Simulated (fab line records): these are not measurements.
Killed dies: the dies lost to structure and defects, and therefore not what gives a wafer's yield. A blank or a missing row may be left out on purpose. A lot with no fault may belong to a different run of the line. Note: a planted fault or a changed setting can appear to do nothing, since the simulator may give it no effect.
Check for tools in common -- flow n5_finfet -- Lots sampled 10, wafers sampled 30

== WHY THIS WAS OPENED ==
N5_FIN_SAQP_OVL_MEAS_17, reading FIN_CORE_OVL: flagged on 2 of 10 lots. Wafers without a fault read 0.2 nm, standard deviation 0.74.
Rule: a lot is flagged when every wafer of it that has a number lies more than 4 standard deviations from that mean, or none has a number. The other lots count as sound.

lot,measured,on,"FIN_CORE_OVL (nm), wafer by wafer",flag
L109,day 2 05:02,overlay-01,-0.8 -0.6 -0.6,
L110,day 2 09:50,overlay-02,-1.0 -0.3 0.5,
L113,day 3 04:47,overlay-01,0.3 -1.1 -0.7,
L114,day 3 11:29,overlay-01,1.2 -0.1 -0.6,
L116,day 3 22:49,overlay-01,0.2 0.1 1.1,
L119,day 4 17:03,overlay-01,-0.2 0.5 0.3,
L125,day 6 05:31,overlay-01,18.1 18.2 17.0,FLAGGED
L126,day 6 09:46,overlay-01,17.6 18.7 18.0,FLAGGED
L128,day 6 23:51,overlay-02,1.4 2.2 0.6,
L129,day 7 04:17,overlay-01,-0.3 0.2 0.9,
On average the flagged lots' numbers are 17.9 nm, which is +17.7 nm against the usual, or +24 standard deviations.

== EACH LOT AND THE TOOL IT RAN ON ==
The record holds 1 process step before the reading, out of a route of 1938 steps. In each cell: the tool, then ch and the chambers that the sampled wafers went through, then the start.
lot,flag,N5_FIN_SAQP_EXPOSE_13
L109,,"arfi_scanner-02 ch 0, day 2 04:52"
L110,,"arfi_scanner-02 ch 0, day 2 09:41"
L113,,"arfi_scanner-03 ch 0, day 3 04:37"
L114,,"arfi_scanner-03 ch 0, day 3 11:20"
L116,,"arfi_scanner-02 ch 0, day 3 22:40"
L119,,"arfi_scanner-03 ch 0, day 4 16:53"
L125,FLAGGED,"arfi_scanner-03 ch 0, day 6 05:22"
L126,FLAGGED,"arfi_scanner-03 ch 0, day 6 09:37"
L128,,"arfi_scanner-02 ch 0, day 6 23:41"
L129,,"arfi_scanner-02 ch 0, day 7 04:08"
What the steps here do:
- N5_FIN_SAQP_EXPOSE_13: exposes mask FIN CORE, target cd 35.6 nm.
- N5_FIN_SAQP_OVL_MEAS_17

== FLAGGED OVER TOTAL, TOOL BY TOOL (the gauges that took the reading come last) ==
step,tool,lots run,flagged,share of the flagged lots,sound lots run after its first flagged lot
N5_FIN_SAQP_EXPOSE_13,arfi_scanner-02,5,0,none,-
N5_FIN_SAQP_EXPOSE_13,arfi_scanner-03,5,2,all,0
N5_FIN_SAQP_OVL_MEAS_17,overlay-01,8,2,all,1 (L129)
N5_FIN_SAQP_OVL_MEAS_17,overlay-02,2,0,none,-

== THE TABLE: WHAT IT ALLOWS ==
2 rows of the table ran every flagged lot: arfi_scanner-03 at N5_FIN_SAQP_EXPOSE_13, overlay-01 at N5_FIN_SAQP_OVL_MEAS_17.
- arfi_scanner-03 at N5_FIN_SAQP_EXPOSE_13: 2 of its 5 lots flagged. It ran its last sound lot, L119, at day 4 16:53 and its first flagged lot, L125, at day 6 05:22: a fault with its onset between the two fits.
- overlay-01 at N5_FIN_SAQP_OVL_MEAS_17: 2 of its 8 lots flagged. Sound lots ran on it after the first flagged one (L129), which a lasting fault on the whole tool wouldn't allow.
Left over: one tool, arfi_scanner-03 at N5_FIN_SAQP_EXPOSE_13.

== WHAT HAD BEEN PUT IN BY THE SIMULATOR ==
Scanner matching overlay: arfi_scanner-03, from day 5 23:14 on, at N5_FIN_SAQP_EXPOSE_13. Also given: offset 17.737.
Lots struck among those shown: L125, L126. This agrees with what the rule above found.
